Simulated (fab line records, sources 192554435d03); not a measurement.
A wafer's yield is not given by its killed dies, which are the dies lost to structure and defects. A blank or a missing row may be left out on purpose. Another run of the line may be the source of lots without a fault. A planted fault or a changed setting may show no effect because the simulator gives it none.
Which of the tools did it? :: flow n5_finfet :: 10 lots with 30 wafers sampled at 6 steps, on a route of 1938 steps

WHAT THE GAUGES SHOWED, per wafer
The record lacks any reading of a measuring or inspecting step that a usual standard deviation could be used to judge.

EACH LOT AND THE TOOL THAT RAN IT (in order: tool; ch and the chambers of the sampled wafers; start)
lot: L375
N5_BEOL_M4_STRIP_97: rie_diel-06 ch 0,3, day 9 07:38 or earlier
N5_BEOL_M4_ANNEAL_89: pvd_sputter-02, day 9 07:38
N5_BEOL_M4_ANNEAL_51: rtp_anneal-01 ch 0, day 9 08:38
N5_BEOL_M5_COAT_60: litho_track-03 ch 0, day 9 11:19
N5_BEOL_M5_ETCH_61: rie_diel-03 ch 0,2, day 9 12:10
N5_PASSIVATION_PROBE_49: -

lot: L376
N5_BEOL_M4_STRIP_97: rie_diel-06 ch 2,3, day 9 11:37 or earlier
N5_BEOL_M4_ANNEAL_89: pvd_sputter-03, day 9 11:37
N5_BEOL_M4_ANNEAL_51: rtp_anneal-02 ch 0, day 9 12:49
N5_BEOL_M5_COAT_60: litho_track-01 ch 0, day 9 18:45
N5_BEOL_M5_ETCH_61: rie_diel-01 ch 1,2,3, day 9 19:23
N5_PASSIVATION_PROBE_49: -

lot: L377
N5_BEOL_M4_STRIP_97: rie_diel-04 ch 1,3, day 9 12:29 or earlier
N5_BEOL_M4_ANNEAL_89: pvd_sputter-02, day 9 12:29
N5_BEOL_M4_ANNEAL_51: rtp_anneal-01 ch 0, day 9 13:29
N5_BEOL_M5_COAT_60: litho_track-01 ch 0, day 9 18:52
N5_BEOL_M5_ETCH_61: rie_diel-03 ch 1,3, day 9 19:43
N5_PASSIVATION_PROBE_49: -

lot: L385
N5_BEOL_M4_STRIP_97: rie_diel-04 ch 0,2,3, day 11 13:44 or earlier
N5_BEOL_M4_ANNEAL_89: pvd_sputter-01, day 11 13:44
N5_BEOL_M4_ANNEAL_51: rtp_anneal-02 ch 0, day 11 14:43
N5_BEOL_M5_COAT_60: litho_track-02 ch 0, day 11 18:51
N5_BEOL_M5_ETCH_61: rie_diel-05 ch 1,3, day 11 20:06
N5_PASSIVATION_PROBE_49: -

lot: L386
N5_BEOL_M4_STRIP_97: rie_diel-06 ch 0,1,3, day 12 02:26 or earlier
N5_BEOL_M4_ANNEAL_89: pvd_sputter-03, day 12 02:26
N5_BEOL_M4_ANNEAL_51: rtp_anneal-02 ch 0, day 12 03:34
N5_BEOL_M5_COAT_60: litho_track-02 ch 0, day 12 07:57
N5_BEOL_M5_ETCH_61: rie_diel-01 ch 0,1,2, day 12 08:37
N5_PASSIVATION_PROBE_49: -

lot: L388
N5_BEOL_M4_STRIP_97: rie_diel-06 ch 0,3, day 12 15:11 or earlier
N5_BEOL_M4_ANNEAL_89: pvd_sputter-03, day 12 15:11
N5_BEOL_M4_ANNEAL_51: rtp_anneal-02 ch 0, day 12 16:11
N5_BEOL_M5_COAT_60: litho_track-03 ch 0, day 12 19:23
N5_BEOL_M5_ETCH_61: rie_diel-03 ch 1,2,3, day 12 19:49
N5_PASSIVATION_PROBE_49: -

lot: L389
N5_BEOL_M4_STRIP_97: rie_diel-02 ch 1,2,3, day 12 20:35 or earlier
N5_BEOL_M4_ANNEAL_89: pvd_sputter-02, day 12 20:35
N5_BEOL_M4_ANNEAL_51: rtp_anneal-02 ch 0, day 12 21:37
N5_BEOL_M5_COAT_60: litho_track-01 ch 0, day 13 02:18
N5_BEOL_M5_ETCH_61: rie_diel-01 ch 0,2,3, day 13 02:44
N5_PASSIVATION_PROBE_49: -

lot: L390
N5_BEOL_M4_STRIP_97: rie_diel-06 ch 0,1,2, day 12 23:16 or earlier
N5_BEOL_M4_ANNEAL_89: pvd_sputter-01, day 12 23:16
N5_BEOL_M4_ANNEAL_51: rtp_anneal-02 ch 0, day 13 00:16
N5_BEOL_M5_COAT_60: litho_track-01 ch 0, day 13 03:55
N5_BEOL_M5_ETCH_61: rie_diel-05 ch 0,1,3, day 13 04:26
N5_PASSIVATION_PROBE_49: prober-01, day 17 00:38

lot: L391
N5_BEOL_M4_STRIP_97: rie_diel-06 ch 0,1,2, day 13 11:46 or earlier
N5_BEOL_M4_ANNEAL_89: pvd_sputter-01, day 13 11:46
N5_BEOL_M4_ANNEAL_51: rtp_anneal-02 ch 0, day 13 12:49
N5_BEOL_M5_COAT_60: litho_track-02 ch 0, day 13 15:28
N5_BEOL_M5_ETCH_61: rie_diel-03 ch 0,2,3, day 13 15:56
N5_PASSIVATION_PROBE_49: -

lot: L392
N5_BEOL_M4_STRIP_97: rie_diel-06 ch 0,1,2, day 13 16:29 or earlier
N5_BEOL_M4_ANNEAL_89: pvd_sputter-02, day 13 16:29
N5_BEOL_M4_ANNEAL_51: rtp_anneal-01 ch 0, day 13 17:40
N5_BEOL_M5_COAT_60: litho_track-02 ch 0, day 13 20:49
N5_BEOL_M5_ETCH_61: rie_diel-01 ch 0,3, day 13 21:19
N5_PASSIVATION_PROBE_49: -
- N5_BEOL_M4_STRIP_97: strips in N2/H2, time 10 s.
- N5_BEOL_M4_ANNEAL_89: time 240 s.
- N5_BEOL_M4_ANNEAL_51: time 90 s.
- N5_BEOL_M5_COAT_60: time 60 s, resist thk 12 nm.
- N5_BEOL_M5_ETCH_61: etches SiARC in CF4, target depth 15.6 nm, time 26 s.
- N5_PASSIVATION_PROBE_49

AS READ BY THE TOOLS THEMSELVES (means over the sampled wafers that have a number; for cases with no such wafer, the mark the record gives instead)
N5_BEOL_M4_STRIP_97. Usual: drypump_motor_current_A 5.8 A, standard deviation 0.56; oes_product_au 0.79 a.u., standard deviation 0.085; rf_vpp_V 59.2 V, standard deviation 0.81; showerhead_plenum_p_Torr 2.53 Torr, standard deviation 0.08; throttle_valve_pct 23.7 %, standard deviation 0.33.
lot: L375
tool: rie_diel-06
drypump_motor_current_A (A): 5.5
oes_product_au (a.u.): 0.80
rf_vpp_V (V): 60.0
showerhead_plenum_p_Torr (Torr): 2.52
throttle_valve_pct (%): 23.7
flag: 

lot: L376
tool: rie_diel-06
drypump_motor_current_A (A): 5.6
oes_product_au (a.u.): 0.76
rf_vpp_V (V): 59.5
showerhead_plenum_p_Torr (Torr): 2.47
throttle_valve_pct (%): 23.6
flag: 

lot: L377
tool: rie_diel-04
drypump_motor_current_A (A): 5.9
oes_product_au (a.u.): 0.89
rf_vpp_V (V): 58.6
showerhead_plenum_p_Torr (Torr): 2.55
throttle_valve_pct (%): 23.6
flag: 

lot: L385
tool: rie_diel-04
drypump_motor_current_A (A): 6.1
oes_product_au (a.u.): 0.85
rf_vpp_V (V): 59.4
showerhead_plenum_p_Torr (Torr): 2.54
throttle_valve_pct (%): 23.6
flag: 

lot: L386
tool: rie_diel-06
drypump_motor_current_A (A): 5.8
oes_product_au (a.u.): 0.75
rf_vpp_V (V): 59.4
showerhead_plenum_p_Torr (Torr): 2.54
throttle_valve_pct (%): 23.8
flag: 

lot: L388
tool: rie_diel-06
drypump_motor_current_A (A): 5.5
oes_product_au (a.u.): 0.76
rf_vpp_V (V): 58.8
showerhead_plenum_p_Torr (Torr): 2.51
throttle_valve_pct (%): 23.8
flag: 

lot: L389
tool: rie_diel-02
drypump_motor_current_A (A): 5.7
oes_product_au (a.u.): 0.82
rf_vpp_V (V): 59.2
showerhead_plenum_p_Torr (Torr): 2.55
throttle_valve_pct (%): 24.0
flag: 

lot: L390
tool: rie_diel-06
drypump_motor_current_A (A): 6.1
oes_product_au (a.u.): 0.71
rf_vpp_V (V): 60.2
showerhead_plenum_p_Torr (Torr): 2.50
throttle_valve_pct (%): 23.6
flag: 

lot: L391
tool: rie_diel-06
drypump_motor_current_A (A): 6.2
oes_product_au (a.u.): 0.72
rf_vpp_V (V): 59.2
showerhead_plenum_p_Torr (Torr): 2.49
throttle_valve_pct (%): 23.6
flag: 

lot: L392
tool: rie_diel-06
drypump_motor_current_A (A): 6.2
oes_product_au (a.u.): 0.72
rf_vpp_V (V): 59.1
showerhead_plenum_p_Torr (Torr): 2.49
throttle_valve_pct (%): 23.6
flag: 

N5_BEOL_M4_ANNEAL_89. Usual: heater_power_w 846 W, standard deviation 84; susceptor_temp_C 400.00 C, standard deviation 0.22.
lot: L375
tool: pvd_sputter-02
heater_power_w (W): 891
susceptor_temp_C (C): 399.99
flag: 

lot: L376
tool: pvd_sputter-03
heater_power_w (W): 865
susceptor_temp_C (C): 400.14
flag: 

lot: L377
tool: pvd_sputter-02
heater_power_w (W): 835
susceptor_temp_C (C): 400.03
flag: 

lot: L385
tool: pvd_sputter-01
heater_power_w (W): 899
susceptor_temp_C (C): 399.95
flag: 

lot: L386
tool: pvd_sputter-03
heater_power_w (W): 838
susceptor_temp_C (C): 400.17
flag: 

lot: L388
tool: pvd_sputter-03
heater_power_w (W): 784
susceptor_temp_C (C): 399.85
flag: 

lot: L389
tool: pvd_sputter-02
heater_power_w (W): 842
susceptor_temp_C (C): 399.91
flag: 

lot: L390
tool: pvd_sputter-01
heater_power_w (W): 822
susceptor_temp_C (C): 399.99
flag: 

lot: L391
tool: pvd_sputter-01
heater_power_w (W): 827
susceptor_temp_C (C): 399.93
flag: 

lot: L392
tool: pvd_sputter-02
heater_power_w (W): 883
susceptor_temp_C (C): 400.18
flag: 

N5_BEOL_M4_ANNEAL_51. Usual: wafer_temp_C_max 225.93, standard deviation 0.21.
lot: L375
tool: rtp_anneal-01
wafer_temp_C_max: 225.89
flag: 

lot: L376
tool: rtp_anneal-02
wafer_temp_C_max: 225.80
flag: 

lot: L377
tool: rtp_anneal-01
wafer_temp_C_max: 225.83
flag: 

lot: L385
tool: rtp_anneal-02
wafer_temp_C_max: 225.87
flag: 

lot: L386
tool: rtp_anneal-02
wafer_temp_C_max: 225.97
flag: 

lot: L388
tool: rtp_anneal-02
wafer_temp_C_max: 225.88
flag: 

lot: L389
tool: rtp_anneal-02
wafer_temp_C_max: 225.94
flag: 

lot: L390
tool: rtp_anneal-02
wafer_temp_C_max: 226.01
flag: 

lot: L391
tool: rtp_anneal-02
wafer_temp_C_max: 225.70
flag: 

lot: L392
tool: rtp_anneal-01
wafer_temp_C_max: 225.81
flag: 

N5_BEOL_M5_COAT_60. Usual: chill_plate_temp_C 23.00 C, standard deviation 0.089; resist_line_temp_C 23.00 C, standard deviation 0.11; spin_speed_rpm 1500.0 rpm, standard deviation 0.87.
lot: L375
tool: litho_track-03
chill_plate_temp_C (C): 23.03
resist_line_temp_C (C): 23.15
spin_speed_rpm (rpm): 1499.9
flag: 

lot: L376
tool: litho_track-01
chill_plate_temp_C (C): 23.09
resist_line_temp_C (C): 22.92
spin_speed_rpm (rpm): 1500.2
flag: 

lot: L377
tool: litho_track-01
chill_plate_temp_C (C): 23.01
resist_line_temp_C (C): 23.08
spin_speed_rpm (rpm): 1500.3
flag: 

lot: L385
tool: litho_track-02
chill_plate_temp_C (C): 23.02
resist_line_temp_C (C): 23.09
spin_speed_rpm (rpm): 1499.5
flag: 

lot: L386
tool: litho_track-02
chill_plate_temp_C (C): 23.01
resist_line_temp_C (C): 23.07
spin_speed_rpm (rpm): 1500.2
flag: 

lot: L388
tool: litho_track-03
chill_plate_temp_C (C): 23.01
resist_line_temp_C (C): 23.06
spin_speed_rpm (rpm): 1500.1
flag: 

lot: L389
tool: litho_track-01
chill_plate_temp_C (C): 23.01
resist_line_temp_C (C): 23.02
spin_speed_rpm (rpm): 817.6
flag: OFF

lot: L390
tool: litho_track-01
chill_plate_temp_C (C): 23.09
resist_line_temp_C (C): 22.99
spin_speed_rpm (rpm): 818.6
flag: OFF

lot: L391
tool: litho_track-02
chill_plate_temp_C (C): 23.06
resist_line_temp_C (C): 23.06
spin_speed_rpm (rpm): 1499.8
flag: 

lot: L392
tool: litho_track-02
chill_plate_temp_C (C): 22.99
resist_line_temp_C (C): 23.01
spin_speed_rpm (rpm): 1499.8
flag: 

N5_BEOL_M5_ETCH_61. Usual: drypump_motor_current_A 5.6 A, standard deviation 0.57; etch_rf_on_time_s 25.7 s, standard deviation 0.48; oes_product_au 0.69 a.u., standard deviation 0.086; rf_vpp_V 184.4 V, standard deviation 1.4; showerhead_plenum_p_Torr 2.16 Torr, standard deviation 0.081; throttle_valve_pct 15.54 %, standard deviation 0.22.
lot: L375
tool: rie_diel-03
drypump_motor_current_A (A): 5.2
etch_rf_on_time_s (s): 26.1
oes_product_au (a.u.): 0.62
rf_vpp_V (V): 184.9
showerhead_plenum_p_Torr (Torr): 2.21
throttle_valve_pct (%): 15.56
flag: 

lot: L376
tool: rie_diel-01
drypump_motor_current_A (A): 5.7
etch_rf_on_time_s (s): 25.2
oes_product_au (a.u.): 0.74
rf_vpp_V (V): 184.7
showerhead_plenum_p_Torr (Torr): 2.22
throttle_valve_pct (%): 15.51
flag: 

lot: L377
tool: rie_diel-03
drypump_motor_current_A (A): 5.4
etch_rf_on_time_s (s): 26.2
oes_product_au (a.u.): 0.63
rf_vpp_V (V): 183.6
showerhead_plenum_p_Torr (Torr): 2.14
throttle_valve_pct (%): 15.51
flag: 

lot: L385
tool: rie_diel-05
drypump_motor_current_A (A): 6.2
etch_rf_on_time_s (s): 25.6
oes_product_au (a.u.): 0.74
rf_vpp_V (V): 182.8
showerhead_plenum_p_Torr (Torr): 2.08
throttle_valve_pct (%): 15.54
flag: 

lot: L386
tool: rie_diel-01
drypump_motor_current_A (A): 6.1
etch_rf_on_time_s (s): 25.2
oes_product_au (a.u.): 0.73
rf_vpp_V (V): 184.8
showerhead_plenum_p_Torr (Torr): 2.21
throttle_valve_pct (%): 15.60
flag: 

lot: L388
tool: rie_diel-03
drypump_motor_current_A (A): 5.2
etch_rf_on_time_s (s): 25.8
oes_product_au (a.u.): 0.62
rf_vpp_V (V): 183.7
showerhead_plenum_p_Torr (Torr): 2.13
throttle_valve_pct (%): 15.55
flag: 

lot: L389
tool: rie_diel-01
drypump_motor_current_A (A): 5.8
etch_rf_on_time_s (s): 34.1
oes_product_au (a.u.): 0.73
rf_vpp_V (V): 186.0
showerhead_plenum_p_Torr (Torr): 2.19
throttle_valve_pct (%): 15.55
flag: OFF

lot: L390
tool: rie_diel-05
drypump_motor_current_A (A): 5.8
etch_rf_on_time_s (s): 34.9
oes_product_au (a.u.): 0.70
rf_vpp_V (V): 183.5
showerhead_plenum_p_Torr (Torr): 2.07
throttle_valve_pct (%): 15.55
flag: OFF

lot: L391
tool: rie_diel-03
drypump_motor_current_A (A): 5.3
etch_rf_on_time_s (s): 25.9
oes_product_au (a.u.): 0.69
rf_vpp_V (V): 183.8
showerhead_plenum_p_Torr (Torr): 2.13
throttle_valve_pct (%): 15.44
flag: 

lot: L392
tool: rie_diel-01
drypump_motor_current_A (A): 5.3
etch_rf_on_time_s (s): 25.1
oes_product_au (a.u.): 0.77
rf_vpp_V (V): 185.0
showerhead_plenum_p_Torr (Torr): 2.19
throttle_valve_pct (%): 15.34
flag: 

N5_PASSIVATION_PROBE_49. Usual: defect_limited_yield 91.1 %, standard deviation 1.3; killed_at_M0_to_M3 36, standard deviation 10; killed_at_M4_up 14, standard deviation 4.4; killed_at_contacts 14, standard deviation 5.7; killed_at_front_end 39, standard deviation 9.4; killed_at_other 2.9, standard deviation 2.6; killed_dies 105, standard deviation 15; killed_open 70, standard deviation 12; killed_short 34, standard deviation 7.1; sort_bin_5_function 5.3 %, standard deviation 0.77; sort_bin_6_memory 3.3 %, standard deviation 0.66; sort_n_pass 1075, standard deviation 15; sort_yield_pct 91.1 %, standard deviation 1.3.
lot: L390
tool: prober-01
defect_limited_yield (%): 93.3
killed_at_M0_to_M3: 29
killed_at_M4_up: 11
killed_at_contacts: 4
killed_at_front_end: 33
killed_at_other: 2.0
killed_dies: 79
killed_open: 53
killed_short: 23
sort_bin_5_function (%): 3.9
sort_bin_6_memory (%): 2.5
sort_n_pass: 1101
sort_yield_pct (%): 93.3
flag: 

THE ANSWER, worked out from the rows above alone
Rule: lot off if the mean of its wafers having a number is beyond 3 standard deviations from the usual mean. Also off: a lot with no number at a reading for which 4 or more lots have one. All remaining lots with rows at the step are treated as sound. The gauges are gone through in route order, then the tools' own readings, and for those a lot's mean is taken as printed above. At the first step where some lot is off, the reading lying furthest off is the one used; lots without a number count as furthest.
Off at N5_BEOL_M5_COAT_60 (spin_speed_rpm): L389, L390.
If a tool, at that step or one of the process steps before it, ran each lot that is off and ran no sound lot following the first of them, it fits. N5_BEOL_M4_STRIP_97: start missing for some lots; hours and lot order therefore follow N5_BEOL_M4_ANNEAL_89. One fits: N5_BEOL_M5_COAT_60 on litho_track-01. Its last sound lot is L377 (day 9 18:52), its first lot that is off L389 (day 13 02:18): a fault that began between those two fits.
The tool's own readings at N5_BEOL_M5_COAT_60 bear it out: on the lots that are off they differ by more than 5 times the standard deviation of the sound lots' means. spin_speed_rpm reads 818.1 rpm there against 1500.0 rpm on the sound lots.

WHAT HAD BEEN PUT IN BY THE SIMULATOR
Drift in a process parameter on litho_track-01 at N5_BEOL_M5_COAT_60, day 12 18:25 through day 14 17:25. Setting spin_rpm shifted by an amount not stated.
Struck lots among those shown: L389, L390. This agrees with what the rule above found.
